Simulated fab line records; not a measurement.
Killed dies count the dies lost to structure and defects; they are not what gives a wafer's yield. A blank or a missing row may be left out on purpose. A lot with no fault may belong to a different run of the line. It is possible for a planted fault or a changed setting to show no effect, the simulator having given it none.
Which of the tools did it? + flow nand-harc + 36 wafers from 12 lots sampled at 5 of the route's 1302 steps

## WHAT THE GAUGES SHOWED, per wafer
NHARC_A_STAIRCASE_INSPECT_155. Usual: raw-defect-count at 420, with a standard deviation of 120.
| lot  | measured     | on                | raw-defect-count | flag |
|------|--------------|-------------------|------------------|------|
| L375 | day 19 14:52 | defect-inspect-01 | 561 684 656      |      |
| L374 | day 19 14:35 | defect-inspect-02 | 322 438 470      |      |
| L376 | day 19 23:20 | defect-inspect-01 | 540 491 455      |      |
| L380 | day 22 03:30 | defect-inspect-02 | 264 333 388      |      |
| L382 | day 22 04:53 | defect-inspect-02 | 432 879 582      |      |
| L384 | day 23 10:51 | defect-inspect-02 | 439 349 296      |      |
| L387 | day 24 00:29 | defect-inspect-02 | 999 722 568      |      |
| L389 | day 25 14:16 | defect-inspect-02 | 311 371 525      |      |
| L390 | day 25 13:58 | defect-inspect-02 | 340 261 237      |      |
| L388 | day 25 17:10 | defect-inspect-01 | 380 256 354      |      |
| L393 | day 27 07:19 | defect-inspect-02 | 500 566 643      |      |
| L397 | day 28 11:51 | defect-inspect-02 | 499 426 329      |      |

NHARC_A_SGD_CUT_CD_MEAS_09: the cd target is 100 nm. Usual: cd-nm at 100.0 nm, with a standard deviation of 0.47.
| lot  | measured     | on        | cd-nm (nm)        | flag |
|------|--------------|-----------|-------------------|------|
| L375 | day 19 15:40 | cd-sem-02 | 99.1 100.3 99.2   |      |
| L374 | day 19 15:28 | cd-sem-03 | 100.3 100.1 100.4 |      |
| L376 | day 20 00:08 | cd-sem-01 | 99.8 99.4 99.7    |      |
| L380 | day 22 04:18 | cd-sem-03 | 100.8 100.0 100.5 |      |
| L382 | day 22 05:40 | cd-sem-02 | 100.1 100.3 100.5 |      |
| L384 | day 23 11:38 | cd-sem-02 | 99.7 99.7 99.8    |      |
| L387 | day 24 01:10 | cd-sem-03 | 100.1 99.6 100.0  |      |
| L389 | day 25 15:04 | cd-sem-01 | 100.4 99.8 99.8   |      |
| L390 | day 25 14:37 | cd-sem-02 | 70.2 69.6 69.7    | OFF  |
| L388 | day 25 17:57 | cd-sem-01 | 76.1 76.2 76.4    | OFF  |
| L393 | day 27 07:59 | cd-sem-02 | 100.2 100.4 99.8  |      |
| L397 | day 28 12:31 | cd-sem-02 | 100.8 100.8 100.2 |      |

## TOOL THAT RAN EACH LOT (tool first, then ch and the chambers of the sampled wafers, then the start)
| lot  | NHARC_A_STAIRCASE_ETCH_444         | NHARC_A_STAIRCASE_STRIP_475                   | NHARC_A_SGD_CUT_EXPOSE_06          |
|------|------------------------------------|-----------------------------------------------|------------------------------------|
| L375 | rie-diel-08 ch 1,2,3, day 19 08:23 | rie-diel-11 ch 2,3, day 19 14:52 or earlier   | arfi-scanner-01 ch 0, day 19 15:32 |
| L374 | rie-diel-04 ch 0,2,3, day 19 08:28 | rie-diel-04 ch 0,1,2, day 19 14:35 or earlier | arfi-scanner-02 ch 0, day 19 15:19 |
| L376 | rie-diel-11 ch 2,3, day 19 16:49   | rie-diel-04 ch 2,3, day 19 23:20 or earlier   | arfi-scanner-03 ch 0, day 20 00:00 |
| L380 | rie-diel-08 ch 0,1, day 21 20:25   | rie-diel-04 ch 0,2, day 22 03:30 or earlier   | arfi-scanner-01 ch 0, day 22 04:10 |
| L382 | rie-diel-11 ch 0,3, day 21 20:55   | rie-diel-08 ch 0,2, day 22 04:53 or earlier   | arfi-scanner-01 ch 0, day 22 05:32 |
| L384 | rie-diel-04 ch 2,3, day 23 03:28   | rie-diel-08 ch 0,1, day 23 10:51 or earlier   | arfi-scanner-03 ch 0, day 23 11:30 |
| L387 | rie-diel-11 ch 0,1,2, day 23 18:23 | rie-diel-04 ch 0,3, day 24 00:29 or earlier   | arfi-scanner-03 ch 0, day 24 01:02 |
| L389 | rie-diel-08 ch 0,1,3, day 25 07:13 | rie-diel-04 ch 0,1,2, day 25 14:16 or earlier | arfi-scanner-01 ch 0, day 25 14:55 |
| L390 | rie-diel-11 ch 1,2,3, day 25 07:23 | rie-diel-04 ch 0,1, day 25 13:58 or earlier   | arfi-scanner-03 ch 0, day 25 14:29 |
| L388 | rie-diel-08 ch 0,2,3, day 25 11:09 | rie-diel-11 ch 0,1,3, day 25 17:10 or earlier | arfi-scanner-03 ch 0, day 25 17:49 |
| L393 | rie-diel-11 ch 2,3, day 26 23:56   | rie-diel-11 ch 1,2, day 27 07:19 or earlier   | arfi-scanner-02 ch 0, day 27 07:50 |
| L397 | rie-diel-04 ch 1,2, day 28 04:47   | rie-diel-11 ch 0,1,2, day 28 11:51 or earlier | arfi-scanner-02 ch 0, day 28 12:22 |
- NHARC_A_STAIRCASE_ETCH_444: etches the open film in C4F8/O2, target depth 20400 nm, time 6800 s.
- NHARC_A_STAIRCASE_STRIP_475: strips in O2, time 20 s.
- NHARC_A_SGD_CUT_EXPOSE_06: exposes mask SGD.

## AS READ BY THE TOOLS THEMSELVES (means over the sampled wafers that have a number; for cases with no such wafer, the mark the record gives instead)
NHARC_A_STAIRCASE_ETCH_444. Usual: oes-product-au 0.932 a.u., standard deviation 0.016; rf-vpp-V 803.3 V, standard deviation 2.4.
| lot  | tool        | oes-product-au (a.u.) | rf-vpp-V (V) | flag |
|------|-------------|-----------------------|--------------|------|
| L375 | rie-diel-08 | 0.940                 | 804.5        |      |
| L374 | rie-diel-04 | 0.927                 | 803.8        |      |
| L376 | rie-diel-11 | 0.970                 | 803.0        |      |
| L380 | rie-diel-08 | 0.933                 | 805.8        |      |
| L382 | rie-diel-11 | 0.923                 | 805.2        |      |
| L384 | rie-diel-04 | 0.930                 | 800.7        |      |
| L387 | rie-diel-11 | 0.922                 | 803.3        |      |
| L389 | rie-diel-08 | 0.936                 | 802.9        |      |
| L390 | rie-diel-11 | 0.918                 | 802.1        |      |
| L388 | rie-diel-08 | 0.933                 | 803.1        |      |
| L393 | rie-diel-11 | 0.978                 | 801.6        |      |
| L397 | rie-diel-04 | 0.929                 | 801.7        |      |

NHARC_A_STAIRCASE_STRIP_475. Usual: drypump-motor-current-A 6.0 A, standard deviation 0.49; oes-product-au 1.001 a.u., standard deviation 0.0088; rf-vpp-V 57.5 V, standard deviation 0.84; showerhead-plenum-p-Torr 3.42 Torr, standard deviation 0.074; throttle-valve-pct 17.037 %, standard deviation 0.0094.
| lot  | tool        | drypump-motor-current-A (A) | oes-product-au (a.u.) | rf-vpp-V (V) | showerhead-plenum-p-Torr (Torr) | throttle-valve-pct (%) | flag |
|------|-------------|-----------------------------|-----------------------|--------------|---------------------------------|------------------------|------|
| L375 | rie-diel-11 | 6.2                         | 0.994                 | 58.3         | 3.39                            | 17.038                 |      |
| L374 | rie-diel-04 | 6.3                         | 0.996                 | 57.7         | 3.46                            | 17.033                 |      |
| L376 | rie-diel-04 | 6.3                         | 1.011                 | 56.8         | 3.35                            | 17.033                 |      |
| L380 | rie-diel-04 | 6.6                         | 1.002                 | 57.1         | 3.46                            | 17.039                 |      |
| L382 | rie-diel-08 | 5.5                         | 1.005                 | 57.3         | 3.49                            | 17.043                 |      |
| L384 | rie-diel-08 | 5.0                         | 0.996                 | 57.6         | 3.47                            | 17.042                 |      |
| L387 | rie-diel-04 | 6.2                         | 1.002                 | 58.0         | 3.46                            | 17.026                 |      |
| L389 | rie-diel-04 | 6.3                         | 0.996                 | 57.1         | 3.44                            | 17.038                 |      |
| L390 | rie-diel-04 | 6.3                         | 0.997                 | 57.8         | 3.50                            | 17.027                 |      |
| L388 | rie-diel-11 | 5.8                         | 1.001                 | 57.7         | 3.45                            | 17.034                 |      |
| L393 | rie-diel-11 | 6.0                         | 1.006                 | 57.7         | 3.39                            | 17.037                 |      |
| L397 | rie-diel-11 | 5.9                         | 1.003                 | 57.6         | 3.42                            | 17.034                 |      |

NHARC_A_SGD_CUT_EXPOSE_06. Usual: exposure-dose-mJ-cm2 85.57, standard deviation 0.083; focus-offset-nm 0.0 nm, standard deviation 0.51.
| lot  | tool            | exposure-dose-mJ-cm2 | focus-offset-nm (nm) | flag |
|------|-----------------|----------------------|----------------------|------|
| L375 | arfi-scanner-01 | 85.62                | -0.7                 |      |
| L374 | arfi-scanner-02 | 85.52                | -0.5                 |      |
| L376 | arfi-scanner-03 | 85.56                | 0.0                  |      |
| L380 | arfi-scanner-01 | 85.56                | 0.2                  |      |
| L382 | arfi-scanner-01 | 85.54                | -0.3                 |      |
| L384 | arfi-scanner-03 | 85.57                | 0.9                  |      |
| L387 | arfi-scanner-03 | 85.59                | 0.2                  |      |
| L389 | arfi-scanner-01 | 85.60                | -0.1                 |      |
| L390 | arfi-scanner-03 | 48.65                | 0.0                  | OFF  |
| L388 | arfi-scanner-03 | 56.02                | 0.7                  | OFF  |
| L393 | arfi-scanner-02 | 85.56                | 0.3                  |      |
| L397 | arfi-scanner-02 | 85.72                | -0.0                 |      |

## THE ANSWER, worked out from the rows above alone
Rule: lot off if the mean of its wafers having a number is beyond 3 standard deviations from the usual mean. Also off: a lot with no number at a reading for which 4 or more lots have one. All remaining lots with rows at the step are treated as sound. After the gauges, taken in route order, come the tools' own readings; for these a lot's mean is taken, as printed above. The first step at which some lot is off is used, and at that step the reading that is off furthest; a lot without a number counts as furthest.
Off at NHARC_A_SGD_CUT_CD_MEAS_09 (cd-nm): L390, L388.
If a tool, at a process step before that reading, ran all the lots that are off and no sound lot after the first of them, it fits. Not tried: the gauges at NHARC_A_SGD_CUT_CD_MEAS_09; whatever is off there is also off at NHARC_A_SGD_CUT_EXPOSE_06, on other tools, and gauge error can't account for it. NHARC_A_STAIRCASE_STRIP_475 gives no start for some lots, so the hours and the order of its lots are those of NHARC_A_STAIRCASE_INSPECT_155. One candidate fits, namely arfi-scanner-03 at NHARC_A_SGD_CUT_EXPOSE_06. A fault onset in the window from L387 (day 24 01:02, its last sound lot) to L390 (day 25 14:29, its first lot off) fits.
The tool's own readings at NHARC_A_SGD_CUT_EXPOSE_06 bear it out: on the lots that are off they differ by more than 5 times the standard deviation of the sound lots' means. exposure-dose-mJ-cm2 reads 52.34 there against 85.58 on the sound lots.

## WHAT THE SIMULATOR PUT IN
Drift in process parameters on arfi-scanner-03 at NHARC_A_SGD_CUT_EXPOSE_06, starting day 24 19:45. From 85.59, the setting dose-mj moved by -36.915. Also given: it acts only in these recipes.
Struck lots among those shown: L390, L388. This agrees with what the rule above found.
